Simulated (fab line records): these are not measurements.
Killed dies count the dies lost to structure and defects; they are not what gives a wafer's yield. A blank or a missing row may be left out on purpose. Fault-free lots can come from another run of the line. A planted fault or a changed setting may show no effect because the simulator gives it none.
Which tool did it? -- flow n5_finfet -- 24 lots with 72 wafers sampled at 5 steps, on a route of 1938 steps

## WHAT EACH GAUGE READ, for each wafer
N5_BEOL_M12_INSPECT_55: inspects for defects (darkfield). Usual: raw_defect_count at 72, with a standard deviation of 23.
lot,measured,on,raw_defect_count,flag
L076,day 11 12:11,defect_inspect-02,69 35 46,
L074,day 11 14:49,defect_inspect-01,141 46 91,
L075,day 11 15:59,defect_inspect-01,84 126 74,
L077,day 12 05:46,defect_inspect-02,69 75 149,
L078,day 12 14:10,defect_inspect-02,73 52 54,
L079,day 12 14:24,defect_inspect-02,105 74 91,
L080,day 12 15:29,defect_inspect-01,70 78 58,
L081,day 13 05:02,defect_inspect-01,56 64 60,
L083,day 13 12:35,defect_inspect-01,62 85 75,
L084,day 13 17:41,defect_inspect-01,73 105 94,
L082,day 13 18:33,defect_inspect-01,65 32 40,
L085,day 13 23:29,defect_inspect-01,54 58 70,
L086,day 14 03:00,defect_inspect-01,77 73 62,
L087,day 14 08:28,defect_inspect-02,53 60 49,
L089,day 14 12:11,defect_inspect-01,102 158 84,
L088,day 15 00:02,defect_inspect-02,73 85 87,
L092,day 15 04:21,defect_inspect-01,45 107 74,
L091,day 15 05:02,defect_inspect-01,66 125 92,
L090,day 15 05:18,defect_inspect-01,87 71 91,
L093,day 15 11:34,defect_inspect-02,42 51 37,
L094,day 16 03:52,defect_inspect-01,61 66 110,
L095,day 16 06:25,defect_inspect-02,60 70 86,
L096,day 16 16:01,defect_inspect-02,66 39 42,
L097,day 16 19:46,defect_inspect-02,73 39 61,

N5_BEOL_M13_INSPECT_12: inspects for defects (macro). Usual: raw_defect_count at 2.2, with a standard deviation of 1.5.
lot,measured,on,raw_defect_count,flag
L076,day 11 12:52,defect_inspect-02,0 1 1,
L074,day 11 15:29,defect_inspect-02,1 1 5,
L075,day 11 16:39,defect_inspect-01,1 2 2,
L077,day 12 06:19,defect_inspect-01,1 2 1,
L078,day 12 14:50,defect_inspect-01,2 2 4,
L079,day 12 15:04,defect_inspect-01,3 2 4,
L080,day 12 16:09,defect_inspect-01,3 0 3,
L081,day 13 05:43,defect_inspect-02,0 2 4,
L083,day 13 13:08,defect_inspect-02,2 1 3,
L084,day 13 18:25,defect_inspect-01,5 1 0,
L082,day 13 19:06,defect_inspect-02,4 6 5,
L085,day 14 00:10,defect_inspect-01,6 1 4,
L086,day 14 03:40,defect_inspect-01,2 1 7,
L087,day 14 09:08,defect_inspect-02,4 3 2,
L089,day 14 12:56,defect_inspect-01,2 3 0,
L088,day 15 00:42,defect_inspect-01,1 1 5,
L092,day 15 05:02,defect_inspect-02,1 3 0,
L091,day 15 05:37,defect_inspect-02,3 4 3,
L090,day 15 05:58,defect_inspect-02,1 1 2,
L093,day 15 12:14,defect_inspect-02,0 2 4,
L094,day 16 04:24,defect_inspect-01,1 2 2,
L095,day 16 06:57,defect_inspect-02,1 2 1,
L096,day 16 16:41,defect_inspect-02,1 4 1,
L097,day 16 20:26,defect_inspect-01,1 3 0,

## WHICH TOOL RAN EACH LOT (tool, then ch and the chambers of the sampled wafers, then the start)
lot,N5_BEOL_M11_DESCUM_33,N5_BEOL_M11_CURE_72,N5_BEOL_M12_ETCH_68
L076,"rie_diel-06 ch 0,1,3, day 11 00:19","uv_cure-03 ch 0, day 11 01:17","rie_diel-01 ch 1,2, day 11 05:43"
L074,"rie_diel-04 ch 1,2, day 11 00:43","uv_cure-03 ch 2, day 11 01:35","rie_diel-03 ch 0,1,2, day 11 06:00"
L075,"rie_diel-02 ch 2,3, day 11 04:11","uv_cure-03 ch 0, day 11 04:58","rie_diel-01 ch 0,3, day 11 08:49"
L077,"rie_diel-06 ch 0,2,3, day 11 21:31","uv_cure-01 ch 0, day 11 22:14","rie_diel-05 ch 0,2, day 12 02:14"
L078,"rie_diel-04 ch 0,2,3, day 12 05:50","uv_cure-01 ch 2, day 12 06:38","rie_diel-03 ch 1,2, day 12 10:45"
L079,"rie_diel-02 ch 0,2,3, day 12 05:53","uv_cure-02 ch 1, day 12 06:37","rie_diel-05 ch 0,1,3, day 12 10:58"
L080,"rie_diel-02 ch 0,1, day 12 06:21","uv_cure-01 ch 1, day 12 07:05","rie_diel-01 ch 0,2, day 12 11:46"
L081,"rie_diel-04 ch 0,1,3, day 12 17:50","uv_cure-03 ch 2, day 12 18:31","rie_diel-01 ch 0,1,2, day 12 23:38"
L083,"rie_diel-06 ch 0,1, day 13 05:44","uv_cure-03 ch 2, day 13 06:41","rie_diel-05 ch 0,1,3, day 13 10:25"
L084,"rie_diel-04 ch 2,3, day 13 09:43","uv_cure-02 ch 0, day 13 10:28","rie_diel-01 ch 1,2,3, day 13 14:35"
L082,"rie_diel-02 ch 0,1,2, day 13 11:38","uv_cure-02 ch 2, day 13 12:22","rie_diel-03 ch 0,1,2, day 13 15:54"
L085,"rie_diel-06 ch 1,2, day 13 14:16","uv_cure-03 ch 2, day 13 14:58","rie_diel-03 ch 0,1, day 13 19:32"
L086,"rie_diel-04 ch 0,2,3, day 13 18:26","uv_cure-03 ch 1, day 13 19:10","rie_diel-01 ch 0,3, day 14 00:49"
L087,"rie_diel-02 ch 0,3, day 13 20:40","uv_cure-02 ch 0, day 13 21:22","rie_diel-05 ch 0,1, day 14 02:26"
L089,"rie_diel-06 ch 0,1,3, day 14 04:42","uv_cure-01 ch 2, day 14 05:26","rie_diel-03 ch 0,2, day 14 10:03"
L088,"rie_diel-04 ch 0,1,2, day 14 16:40","uv_cure-01 ch 0, day 14 17:22","rie_diel-01 ch 0,2,3, day 14 21:53"
L092,"rie_diel-06 ch 0,1,3, day 14 19:38","uv_cure-02 ch 1, day 14 20:22","rie_diel-05 ch 0,3, day 15 01:51"
L091,"rie_diel-04 ch 0,1, day 14 19:49","uv_cure-01 ch 2, day 14 20:34","rie_diel-03 ch 2,3, day 15 02:17"
L090,"rie_diel-04 ch 1,2, day 14 21:25","uv_cure-02 ch 2, day 14 22:09","rie_diel-05 ch 0,2,3, day 15 02:44"
L093,"rie_diel-06 ch 0,1,2, day 15 01:45","uv_cure-02 ch 1, day 15 02:26","rie_diel-01 ch 0,3, day 15 07:07"
L094,"rie_diel-02 ch 0,1, day 15 17:50","uv_cure-01 ch 1, day 15 18:31","rie_diel-03 ch 0,3, day 15 23:55"
L095,"rie_diel-06 ch 1,2,3, day 15 20:23","uv_cure-03 ch 0, day 15 21:04","rie_diel-05 ch 2,3, day 16 03:21"
L096,"rie_diel-06 ch 1,2, day 16 02:49","uv_cure-02 ch 0, day 16 03:44","rie_diel-01 ch 0,1,3, day 16 08:01"
L097,"rie_diel-06 ch 0,1, day 16 12:35","uv_cure-01 ch 1, day 16 13:20","rie_diel-01 ch 1,2,3, day 16 17:31"
- N5_BEOL_M11_DESCUM_33: chemistry O2, time 7.9 s.
- N5_BEOL_M11_CURE_72: cures SiCOH lowk, time 120 s.
- N5_BEOL_M12_ETCH_68: etches SOC in N2/H2, time 285 s.

## WHAT THE TOOLS THEMSELVES READ (means of the sampled wafers that have a number; where no wafer has one, the mark that the record gives instead)
N5_BEOL_M11_DESCUM_33. Usual: drypump_motor_current_A 5.4 A, standard deviation 0.46; oes_product_au 0.83 a.u., standard deviation 0.089; rf_vpp_V 243.7 V, standard deviation 1.4; showerhead_plenum_p_Torr 2.13 Torr, standard deviation 0.071; throttle_valve_pct 20.41 %, standard deviation 0.28.
lot,tool,drypump_motor_current_A (A),oes_product_au (a.u.),rf_vpp_V (V),showerhead_plenum_p_Torr (Torr),throttle_valve_pct (%),flag
L076,rie_diel-06,5.1,0.77,242.1,2.07,20.56,
L074,rie_diel-04,5.3,0.77,243.3,2.11,20.39,
L075,rie_diel-02,5.6,0.77,243.5,2.15,20.62,
L077,rie_diel-06,4.8,0.77,243.3,2.11,20.49,
L078,rie_diel-04,5.5,0.81,243.7,2.14,20.48,
L079,rie_diel-02,5.7,0.83,243.8,2.17,20.46,
L080,rie_diel-02,6.0,0.92,244.8,2.24,20.09,
L081,rie_diel-04,5.6,0.78,243.3,2.13,20.59,
L083,rie_diel-06,5.5,0.81,241.5,2.03,20.56,
L084,rie_diel-04,5.4,0.78,243.7,2.14,20.54,
L082,rie_diel-02,5.8,0.92,244.2,2.21,20.23,
L085,rie_diel-06,5.4,0.85,244.2,2.11,20.44,
L086,rie_diel-04,5.5,0.80,243.8,2.14,20.49,
L087,rie_diel-02,5.9,0.87,244.8,2.19,20.31,
L089,rie_diel-06,5.1,0.84,243.3,2.06,20.42,
L088,rie_diel-04,5.4,0.80,243.5,2.11,20.30,
L092,rie_diel-06,5.1,0.84,242.4,2.06,20.43,
L091,rie_diel-04,5.4,0.75,243.3,2.10,20.41,
L090,rie_diel-04,5.3,0.74,242.2,2.10,20.45,
L093,rie_diel-06,5.1,0.80,242.5,2.07,20.53,
L094,rie_diel-02,5.9,0.87,245.2,2.23,20.13,
L095,rie_diel-06,5.1,0.87,243.6,2.13,20.31,
L096,rie_diel-06,5.0,0.84,243.6,2.14,20.39,
L097,rie_diel-06,5.1,0.94,244.3,2.17,20.39,

N5_BEOL_M11_CURE_72. Usual: lamp_power_pct 52.32 %, standard deviation 0.053; wafer_temp_C_max 371.7, standard deviation 0.72.
lot,tool,lamp_power_pct (%),wafer_temp_C_max,flag
L076,uv_cure-03,52.32,372.0,
L074,uv_cure-03,52.35,370.9,
L075,uv_cure-03,52.38,372.0,
L077,uv_cure-01,52.32,371.3,
L078,uv_cure-01,52.33,373.1,
L079,uv_cure-02,52.30,372.2,
L080,uv_cure-01,52.37,372.1,
L081,uv_cure-03,52.27,370.9,
L083,uv_cure-03,52.28,371.1,
L084,uv_cure-02,52.32,370.9,
L082,uv_cure-02,52.24,371.0,
L085,uv_cure-03,52.30,371.1,
L086,uv_cure-03,52.31,373.0,
L087,uv_cure-02,52.25,371.2,
L089,uv_cure-01,52.29,371.8,
L088,uv_cure-01,52.29,371.2,
L092,uv_cure-02,52.29,372.0,
L091,uv_cure-01,52.33,372.7,
L090,uv_cure-02,52.31,371.2,
L093,uv_cure-02,52.32,372.4,
L094,uv_cure-01,52.41,371.9,
L095,uv_cure-03,52.34,372.0,
L096,uv_cure-02,52.31,371.0,
L097,uv_cure-01,52.33,372.2,

N5_BEOL_M12_ETCH_68. Usual: drypump_motor_current_A 5.7 A, standard deviation 0.34; oes_product_au 0.80 a.u., standard deviation 0.093; rf_vpp_V 523.8 V, standard deviation 2.3; showerhead_plenum_p_Torr 2.55 Torr, standard deviation 0.071; throttle_valve_pct 17.77 %, standard deviation 0.25.
lot,tool,drypump_motor_current_A (A),oes_product_au (a.u.),rf_vpp_V (V),showerhead_plenum_p_Torr (Torr),throttle_valve_pct (%),flag
L076,rie_diel-01,5.7,0.85,522.3,2.50,17.71,
L074,rie_diel-03,5.5,0.75,524.2,2.58,17.69,
L075,rie_diel-01,5.8,0.81,521.1,2.50,17.87,
L077,rie_diel-05,5.3,0.70,526.7,2.63,18.31,
L078,rie_diel-03,5.5,0.77,523.3,2.56,17.73,
L079,rie_diel-05,5.8,0.79,526.5,2.63,17.83,
L080,rie_diel-01,5.8,0.88,522.3,2.50,17.80,
L081,rie_diel-01,5.8,0.81,522.4,2.49,17.73,
L083,rie_diel-05,5.8,0.78,526.5,2.63,17.83,
L084,rie_diel-01,5.7,0.84,521.9,2.50,17.70,
L082,rie_diel-03,5.5,0.74,524.4,2.57,17.72,
L085,rie_diel-03,5.8,0.74,526.7,2.60,17.70,
L086,rie_diel-01,5.7,0.92,521.8,2.50,17.77,
L087,rie_diel-05,5.5,0.71,525.3,2.60,18.11,
L089,rie_diel-03,5.6,0.71,524.4,2.58,17.71,
L088,rie_diel-01,5.7,0.86,522.3,2.49,17.83,
L092,rie_diel-05,5.8,0.76,527.0,2.63,18.05,
L091,rie_diel-03,5.5,0.73,521.8,2.47,17.63,
L090,rie_diel-05,5.7,0.84,525.5,2.64,17.95,
L093,rie_diel-01,5.8,0.85,520.9,2.48,17.80,
L094,rie_diel-03,5.8,0.73,522.4,2.50,17.61,
L095,rie_diel-05,5.6,0.89,526.5,2.63,17.85,
L096,rie_diel-01,5.7,0.88,522.5,2.49,17.58,
L097,rie_diel-01,5.7,0.87,522.4,2.48,17.63,

## THE ANSWER, worked out from the rows above alone
Rule: a lot counts as off when the mean over its wafers that have a number is more than 3 standard deviations away from the usual mean. Also off: a lot with no number at a reading for which 4 or more lots have one. Any other lot the step has rows for is counted as sound. The gauges are gone through in route order, then the tools' own readings, and for those a lot's mean is taken as printed above. The first step at which some lot is off is used, and at that step the reading that is off furthest; a lot without a number counts as furthest.
No lot is off on any of the readings shown, so nothing can be concluded from this.

## WHAT WAS PUT IN BY THE SIMULATOR
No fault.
